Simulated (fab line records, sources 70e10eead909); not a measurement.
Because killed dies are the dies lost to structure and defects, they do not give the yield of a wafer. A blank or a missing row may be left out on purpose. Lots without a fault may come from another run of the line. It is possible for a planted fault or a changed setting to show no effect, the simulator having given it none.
Chamber matching :: flow nand harc :: NHARC_A_M1_PRE_CLEAN_32 on pecvd-01: 3 sister chambers
The step time 12 s. 18 wafers are shown with their chamber, then 9 later ones without.

== WAFERS WITH THEIR CHAMBER ==
wafer: L077.2
chamber: 0
heater power outer w (W): 313
heater power w (W): 560

wafer: L077.4
chamber: 1
heater power outer w (W): 359
heater power w (W): 574

wafer: L077.6
chamber: 2
heater power outer w (W): 299
heater power w (W): 535

wafer: L079.1
chamber: 2
heater power outer w (W): 329
heater power w (W): 572

wafer: L079.2
chamber: 0
heater power outer w (W): 290
heater power w (W): 559

wafer: L079.5
chamber: 2
heater power outer w (W): 323
heater power w (W): 567

wafer: L080.3
chamber: 1
heater power outer w (W): 432
heater power w (W): 704

wafer: L080.5
chamber: 0
heater power outer w (W): 323
heater power w (W): 601

wafer: L080.6
chamber: 1
heater power outer w (W): 425
heater power w (W): 695

wafer: L081.1
chamber: 0
heater power outer w (W): 319
heater power w (W): 585

wafer: L081.3
chamber: 1
heater power outer w (W): 383
heater power w (W): 616

wafer: L081.6
chamber: 0
heater power outer w (W): 316
heater power w (W): 586

wafer: L085.3
chamber: 2
heater power outer w (W): 317
heater power w (W): 563

wafer: L085.5
chamber: 0
heater power outer w (W): 331
heater power w (W): 598

wafer: L085.6
chamber: 2
heater power outer w (W): 325
heater power w (W): 581

wafer: L087.1
chamber: 1
heater power outer w (W): 442
heater power w (W): 687

wafer: L087.5
chamber: 2
heater power outer w (W): 295
heater power w (W): 536

wafer: L087.6
chamber: 0
heater power outer w (W): 332
heater power w (W): 593

SIGNATURES (means of the wafers above)
reading: heater power outer w
chamber 0: 317.71
chamber 1: 408.20
chamber 2: 314.67
scatter within a chamber: 22

reading: heater power w
chamber 0: 583.14
chamber 1: 655.20
chamber 2: 559.00
scatter within a chamber: 33.4
Rule: a wafer's distance from a chamber is the root of the sum, over the readings, of the square of ((its reading less the chamber's mean) divided by the reading's scatter). If the next closest chamber is less than 2 further off than the closest, the wafer can't be placed; otherwise it belongs to the closest. The scatter is the square root of a quotient: the sum, over the shown wafers, of each reading's squared deviation from its chamber's mean, divided by wafers minus chambers.

== WAFERS WHOSE CHAMBER IS MISSING ==
wafer: L091.2
heater power outer w (W): 333
heater power w (W): 612

wafer: L091.3
heater power outer w (W): 345
heater power w (W): 601

wafer: L091.6
heater power outer w (W): 345
heater power w (W): 592

wafer: L094.1
heater power outer w (W): 334
heater power w (W): 606

wafer: L094.3
heater power outer w (W): 321
heater power w (W): 575

wafer: L094.6
heater power outer w (W): 402
heater power w (W): 670

wafer: L096.1
heater power outer w (W): 288
heater power w (W): 523

wafer: L096.3
heater power outer w (W): 342
heater power w (W): 615

wafer: L096.4
heater power outer w (W): 298
heater power w (W): 515

== CHAMBER TAKEN BY EACH ==
wafer: L091.2
from the rows above: can't be placed: 0 or 2
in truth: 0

wafer: L091.3
from the rows above: can't be placed: 0 or 2 or 1
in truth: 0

wafer: L091.6
from the rows above: can't be placed: 0 or 2
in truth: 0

wafer: L094.1
from the rows above: can't be placed: 0 or 2
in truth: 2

wafer: L094.3
from the rows above: can't be placed: 0 or 2
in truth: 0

wafer: L094.6
from the rows above: 1
in truth: 1

wafer: L096.1
from the rows above: can't be placed: 2 or 0
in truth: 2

wafer: L096.3
from the rows above: can't be placed: 0 or 2 or 1
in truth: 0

wafer: L096.4
from the rows above: can't be placed: 2 or 0
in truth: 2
1 of 9 placed correctly. These rows do not allow placing 8 (true chamber among the candidates in 8). 0 placed wrongly.
